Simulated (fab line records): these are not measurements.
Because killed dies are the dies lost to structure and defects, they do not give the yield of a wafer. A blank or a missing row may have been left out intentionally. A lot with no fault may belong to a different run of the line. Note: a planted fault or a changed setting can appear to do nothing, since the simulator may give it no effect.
Chamber matching -- flow nand harc -- 4 sister chambers for NHARC_A_CHANNEL_FILL_D1_ETCHBACK_19 on rie si-02
The step etches the open film in HBr/Cl2, target depth 5 nm, time 1.7 s. 22 wafers are shown with their chamber, then 11 later ones without.

== WAFERS, EACH WITH ITS CHAMBER ==
wafer,chamber,drypump motor current A (A),rf fwd power W (W),throttle valve pct (%)
L075.1,3,6.3,388.6,26.408
L075.4,0,5.0,391.8,26.410
L075.5,3,6.3,388.9,26.408
L076.1,3,6.3,388.1,26.395
L076.4,2,5.7,386.6,26.397
L076.5,0,5.1,391.8,26.401
L078.2,0,5.0,389.5,26.416
L078.3,2,5.7,391.2,26.401
L078.5,2,5.7,389.3,26.398
L079.1,1,5.1,392.4,26.404
L079.3,2,5.7,390.0,26.406
L079.6,0,5.0,392.0,26.424
L080.1,0,5.0,391.8,26.415
L080.4,3,6.3,390.8,26.417
L080.6,3,6.3,389.8,26.402
L081.2,3,6.3,389.7,26.396
L081.4,2,5.7,390.1,26.396
L081.6,3,6.3,389.8,26.408
L083.1,2,5.7,389.1,26.421
L083.3,1,5.0,390.3,26.389
L083.5,0,5.0,390.7,26.420
L085.1,1,5.1,389.8,26.417

SIGNATURES (means of the wafers above)
reading,chamber 0,chamber 1,chamber 2,chamber 3,scatter within a chamber
drypump motor current A,5.017,5.067,5.700,6.300,0.0289
rf fwd power W,391.267,390.833,389.383,389.386,1.19
throttle valve pct,26.41433,26.40333,26.40317,26.40486,0.00921
Rule: distance of a wafer from a chamber = root of the sum over the readings of ((wafer's reading minus chamber's mean) / reading's scatter) squared. If the next closest chamber is less than 2 further off than the closest, the wafer can't be placed; otherwise it belongs to the closest. The scatter is the square root of a quotient: the sum, over the shown wafers, of each reading's squared deviation from its chamber's mean, divided by wafers minus chambers.

== WAFERS MISSING THEIR CHAMBER ==
wafer,drypump motor current A (A),rf fwd power W (W),throttle valve pct (%)
L085.2,5.0,390.3,26.417
L085.3,5.7,389.9,26.416
L093.3,6.3,389.5,26.405
L093.4,5.0,390.5,26.404
L093.6,5.7,388.3,26.412
L095.2,6.3,388.8,26.410
L095.3,5.0,391.7,26.411
L095.6,5.1,389.3,26.413
L097.2,6.3,390.0,26.400
L097.4,5.1,388.3,26.405
L097.5,6.3,389.6,26.394

== THE CHAMBER EACH PASSED THROUGH ==
wafer,from the rows above,in truth
L085.2,can't be placed: 0 or 1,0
L085.3,2,2
L093.3,3,3
L093.4,can't be placed: 0 or 1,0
L093.6,2,2
L095.2,3,3
L095.3,can't be placed: 0 or 1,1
L095.6,can't be placed: 1 or 0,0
L097.2,3,3
L097.4,can't be placed: 1 or 0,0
L097.5,3,3
6 of 11 placed correctly. Unplaceable from these rows: 5, with the true chamber sitting among the candidates in 5. Number placed wrongly: 0.
